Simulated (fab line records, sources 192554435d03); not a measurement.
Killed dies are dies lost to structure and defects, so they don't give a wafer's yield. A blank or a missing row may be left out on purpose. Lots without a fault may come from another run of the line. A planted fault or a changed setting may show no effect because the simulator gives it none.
Which tool did it? | flow n5_finfet | 12 lots, 36 wafers sampled, at 1 step of a route of 1938

WHAT THE GAUGES READ, wafer by wafer
N5_BEOL_M10_OVL_MEAS_12.
lot  | measured     | on         | M10_OVL (nm)
L075 | day 10 22:38 | overlay-01 | -0.4 -0.5 -0.1
L077 | day 11 06:35 | overlay-01 | -0.1 0.1 -0.4
L080 | day 12 07:25 | overlay-01 | 0.3 0.5 -1.4
L082 | day 12 08:42 | overlay-01 | -0.4 1.0 0.6
L081 | day 12 15:37 | overlay-01 | -1.0 -1.4 0.2
L084 | day 13 04:32 | overlay-02 | -1.3 0.1 0.5
L088 | day 13 12:16 | overlay-02 | -0.8 0.1 -1.2
L089 | day 14 00:20 | overlay-02 | 0.1 0.6 0.3
L091 | day 14 23:45 | overlay-01 | -0.2 0.0 -0.1
L092 | day 15 12:14 | overlay-01 | -2.0 -0.8 -1.3
L095 | day 16 11:29 | overlay-02 | -0.5 0.6 1.5
L097 | day 16 20:19 | overlay-01 | 1.2 0.5 0.7

WHICH TOOL RAN EACH LOT (tool, then ch and the chambers of the sampled wafers, then the start)
The record holds no process step before these readings.

THE ANSWER, worked out from the rows above alone
Rule: what is usual is taken from the lots themselves. Put in order of their means at a reading, lots are off if they are a third of the lots or fewer, leave a main group of 4 or more, and stand apart from it by a gap of 3 or more times the standard deviation of the main group's means; of several such gaps the widest counts. A main group whose means are all the same, to the digits that the tables above print for the reading, isn't used. A lot without any number at a reading at which 4 lots or more have one is off too. The other lots that the step has rows for count as sound.
No lot is off at any reading shown: from this, nothing can be told.

WHAT THE SIMULATOR HAD PUT IN
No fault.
